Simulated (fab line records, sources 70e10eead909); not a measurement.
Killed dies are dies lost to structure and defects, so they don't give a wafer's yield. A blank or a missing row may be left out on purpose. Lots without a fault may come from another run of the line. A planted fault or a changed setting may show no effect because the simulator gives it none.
Tool commonality check | flow nand_harc | 3 lots, 9 wafers sampled

WHY IT WAS OPENED
At NHARC_END_SORT_01 the reading sort_bin_2_pct is flagged on 2 of 3 lots. Wafers without a fault read 1.4 %, standard deviation 0.66.
Rule: a lot is flagged when every wafer of it that has a number lies more than 4 standard deviations from that mean, or none has a number. The other lots count as sound.

lot  | measured     | on        | sort_bin_2_pct (%), wafer by wafer | flag
L912 | day 22 13:23 | prober-02 | 95.7 97.2 96.2                     | FLAGGED
L914 | day 22 14:59 | prober-01 | 97.8 97.3 97.5                     | FLAGGED
L917 | day 23 03:20 | prober-02 | 1.0 0.1 1.0                        |
The numbers of the flagged lots are 97.0 % on average: +95.5 % against the usual, or +99 or more standard deviations.

WHICH TOOL RAN EACH LOT
The record holds 3 process steps before the reading, out of a route of 1159 steps. In each cell: the tool, then ch and the chambers that the sampled wafers went through, then the start.
lot  | flag    | NHARC_A_M1_DEP_00             | NHARC_A_BONDPAD_DEGAS_25     | NHARC_A_BONDPAD_PVD_17
L912 | FLAGGED | pecvd-01 ch 0,2, day 21 01:19 | no row                       | no row
L914 | FLAGGED | pecvd-01 ch 0,2, day 21 00:02 | no row                       | no row
L917 |         | pecvd-02 ch 0,2, day 21 16:18 | pvd_sputter-02, day 21 23:23 | pvd_sputter-02, day 22 00:47 or earlier
What these steps do:
- NHARC_A_M1_DEP_00: deposits SiOC, target thk 182.5 nm.
- NHARC_A_BONDPAD_DEGAS_25: time 60 s.
- NHARC_A_BONDPAD_PVD_17: deposits TaN, target thk 5 nm, time 8.06 s.
- NHARC_END_SORT_01

FLAGGED OVER TOTAL, TOOL BY TOOL (the gauges that took the reading come last)
step                     | tool           | lots run | flagged | share of the flagged lots | sound lots run after its first flagged lot
NHARC_A_M1_DEP_00        | pecvd-01       | 2        | 2       | all                       | 0
NHARC_A_M1_DEP_00        | pecvd-02       | 1        | 0       | none                      | -
NHARC_A_BONDPAD_DEGAS_25 | pvd_sputter-02 | 1        | 0       | none                      | -
NHARC_A_BONDPAD_PVD_17   | pvd_sputter-02 | 1        | 0       | none                      | -
NHARC_END_SORT_01        | prober-01      | 1        | 1       | some                      | 0
NHARC_END_SORT_01        | prober-02      | 2        | 1       | some                      | 1 (L917)
NHARC_A_BONDPAD_PVD_17 gives no start for some lots, so the hours and the order of its lots are those of NHARC_A_BONDPAD_THK_MEAS_20.

WHAT THE TABLE ALLOWS
1 row of the table ran every flagged lot: pecvd-01 at NHARC_A_M1_DEP_00.
- pecvd-01 at NHARC_A_M1_DEP_00: 2 of its 2 lots flagged. It ran no sound lot before its first flagged lot in this sample, so the start can't be narrowed down.
One tool is left: pecvd-01 at NHARC_A_M1_DEP_00.

WHAT THE SIMULATOR HAD PUT IN
Process parameter drift: pecvd-01, from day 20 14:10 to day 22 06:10, at NHARC_A_M1_DEP_00. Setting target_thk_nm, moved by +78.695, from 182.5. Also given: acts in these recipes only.
Lots struck among those shown: L912, L914. The rule above found the same.
